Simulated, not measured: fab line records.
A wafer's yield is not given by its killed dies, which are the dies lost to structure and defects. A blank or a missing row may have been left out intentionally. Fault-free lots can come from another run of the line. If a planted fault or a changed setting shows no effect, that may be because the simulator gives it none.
Struck lot and sound lot, side by side / flow n5Finfet / 14 out of 1938 route steps
Sound: wafers L684.2, L684.3, L684.4. Struck: wafer L688.5 (left out: L688.4, L688.6 of the same lot, which were not struck); the cause appears at the end.
For every step that has rows: the tool of each side, followed by ch and its chambers, followed by its first start. Under that, the readings that differ: sound wafers / struck wafers / difference of the means / sigmas: that difference in standard deviations of wafers without a fault.
alike: readings whose means differ by less than 2 such deviations, and words and numbers that are the same on both sides. not compared: withheld readings, readings that some wafer has no value for, bounds like >300 that may hide the same value, and numbers for which the record gives no deviation and whose values overlap.
Wherever a step has rows on one side only, a row that says differs or no value, or a row with sigmas, the two part there. Numbers that don't overlap but have no deviation are shown without sigmas and don't part them. A reading missing from all wafers of one side parts the sides only when that side holds two or more wafers.

N5_BEOL_M12_PRE_CLEAN_42: time 30 s.
  sound on pvdSputter-01 at day 13 05:09; struck on pvdSputter-02 at day 13 23:47
  alike: heaterPowerW
N5_BEOL_M12_SPUTTER_43: material TaN, target thk 15 nm, time 24.19 s.
  sound on pvdSputter-01 at day 13 05:11; struck on pvdSputter-02 at day 13 23:50
  alike: throttleValvePct
then, 1 step without rows for these wafers: N5_BEOL_M12_SPUTTER_44 (material Ta, target thk 10 nm, time 16.13 s).
N5_BEOL_M12_SPUTTER_45: material Cu, target thk 80 nm, time 13.33 s.
  sound on pvdSputter-01 at day 13 05:21; struck on pvdSputter-02 at day 13 23:59
reading=throttleValvePct (%); sound=30.7 29.9 31.5; struck=28.8; difference=-1.9; sigmas=-2
  alike: chuckGasFlowSccm
then, 1 step without rows for these wafers: N5_BEOL_M12_ECD_47 (material Cu, target thk 720 nm).
N5_BEOL_M12_ANNEAL_48: time 90 s.
  sound on rtpAnneal-02 ch 0, day 13 05:39; struck on rtpAnneal-01 ch 0, day 14 00:23
  alike: wafer_temp_C_max
N5_BEOL_M12_CMP_49: polishes, stops on SiOC, t overpolish 20.6 s, target thk 320 nm.
  sound on cmp-01 ch 1,2,3, day 13 05:56; struck on cmp-04 ch 2, day 14 00:34
reading=motorCurrentA (A); sound=5.3 5.2 5.4; struck=6.3; difference=+1.0; sigmas=+2
  alike: barrierFieldEndpointS, overpolishRunS, slurryFilterDpKPa
N5_BEOL_M12_THK_MEAS_50: measures by xrf.
  sound on filmMetro-01 at day 13 06:12; struck on filmMetro-01 at day 14 00:52
  alike: M12_THK
then, 2 steps without rows for these wafers: N5_BEOL_M12_PRE_CLEAN_52 (time 15 s); N5_BEOL_M12_DEP_53 (deposits SiCN from 3MS/NH3, target thk 30 nm, time 10.5 s).
N5_BEOL_M12_RS_MEAS_54: uses a four-point probe to measure.
  sound on filmMetro-01 at day 13 06:19; struck on filmMetro-02 at day 14 00:59
  alike: M12_RS
N5_BEOL_M12_INSPECT_55: inspects for defects (darkfield).
  sound on defectInspect-02 at day 13 06:21; struck on defectInspect-01 at day 14 01:01
  alike: rawDefectCount
N5_BEOL_M13_ILD_DEP_00: deposits SiOC from DEMS/O2, target thk 837.92 nm, time 166.4 s.
  sound on pecvd-03 ch 1,2, day 13 06:23; struck on pecvd-04 ch 0, day 14 01:06
reading=showerheadPlenumPTorr (Torr); sound=5.679 5.682 5.699; struck=5.716; difference=+0.029; sigmas=+2
reading=susceptorTempC (C); sound=350.48 350.16 350.23; struck=347.45; difference=-2.84; sigmas=-14
reading=throttleValvePct (%); sound=11.9 13.3 13.3; struck=11.1; difference=-1.7; sigmas=-2
  alike: heaterPowerOuterW, heaterPowerW
N5_BEOL_M13_THK_MEAS_01:
  sound on filmMetro-02 at day 13 06:32; struck on filmMetro-01 at day 14 01:12
  alike: M13_ILD_THK

== WHERE THEY PART ==
First at N5_BEOL_M12_SPUTTER_45; last, within this record, at N5_BEOL_M13_ILD_DEP_00. Later steps at which nothing parts them and some readings are alike: N5_BEOL_M13_THK_MEAS_01.

WHY: whatever the simulator had introduced
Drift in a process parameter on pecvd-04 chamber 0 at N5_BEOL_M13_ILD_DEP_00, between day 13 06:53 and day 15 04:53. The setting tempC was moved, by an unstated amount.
